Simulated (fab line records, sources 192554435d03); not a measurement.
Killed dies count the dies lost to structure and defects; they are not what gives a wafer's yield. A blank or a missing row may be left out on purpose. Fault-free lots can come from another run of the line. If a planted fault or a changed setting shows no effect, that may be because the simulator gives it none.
Matching of chambers / flow n5Finfet / cmp-02 running N5_GATE_CUT_CMP_43: 4 sister chambers
The step polishes SiO2. 8 wafers are shown with their chamber, then 8 later ones without.

WAFERS, EACH WITH ITS CHAMBER
wafer=L078.2; chamber=1; motorCurrentA (A)=13.0; edgeZonePressureFrac=1.009
wafer=L078.5; chamber=0; motorCurrentA (A)=13.6; edgeZonePressureFrac=1.001
wafer=L082.3; chamber=0; motorCurrentA (A)=12.8; edgeZonePressureFrac=0.995
wafer=L082.6; chamber=1; motorCurrentA (A)=12.3; edgeZonePressureFrac=0.995
wafer=L085.3; chamber=3; motorCurrentA (A)=13.5; edgeZonePressureFrac=1.000
wafer=L085.5; chamber=3; motorCurrentA (A)=12.6; edgeZonePressureFrac=0.994
wafer=L085.6; chamber=2; motorCurrentA (A)=11.0; edgeZonePressureFrac=0.996
wafer=L092.2; chamber=2; motorCurrentA (A)=10.4; edgeZonePressureFrac=0.995

WAFERS WITHOUT THEIR CHAMBER
wafer=L092.3; motorCurrentA (A)=13.2; edgeZonePressureFrac=1.005
wafer=L092.6; motorCurrentA (A)=12.7; edgeZonePressureFrac=0.994
wafer=L096.3; motorCurrentA (A)=11.3; edgeZonePressureFrac=1.005
wafer=L096.4; motorCurrentA (A)=12.7; edgeZonePressureFrac=0.995
wafer=L096.5; motorCurrentA (A)=10.4; edgeZonePressureFrac=1.006
wafer=L097.2; motorCurrentA (A)=12.6; edgeZonePressureFrac=1.000
wafer=L097.4; motorCurrentA (A)=12.8; edgeZonePressureFrac=1.004
wafer=L097.5; motorCurrentA (A)=13.2; edgeZonePressureFrac=1.006

WHICH CHAMBER EACH WENT THROUGH
wafer=L092.3; from the rows above=can't be placed: 1 or 0 or 3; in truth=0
wafer=L092.6; from the rows above=can't be placed: 3 or 0 or 1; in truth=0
wafer=L096.3; from the rows above=can't be placed: 2 or 1 or 3 or 0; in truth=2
wafer=L096.4; from the rows above=can't be placed: 3 or 0 or 1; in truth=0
wafer=L096.5; from the rows above=2; in truth=2
wafer=L097.2; from the rows above=can't be placed: 1 or 3 or 0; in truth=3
wafer=L097.4; from the rows above=can't be placed: 1 or 0 or 3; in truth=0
wafer=L097.5; from the rows above=can't be placed: 1 or 0 or 3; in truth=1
Correctly placed: 1 of 8. These rows do not allow placing 7 (true chamber among the candidates in 7). Placed wrongly: 0.
How it was worked out, from the rows above alone: a wafer's distance from a chamber is the root of the sum, over the readings, of the square of ((its reading less the chamber's mean) divided by the reading's scatter). If the next closest chamber is less than 2 further off than the closest, the wafer can't be placed; otherwise it belongs to the closest. A chamber's mean is the mean of its shown wafers. The scatter is the square root of a quotient: the sum, over the shown wafers, of each reading's squared deviation from its chamber's mean, divided by wafers minus chambers.
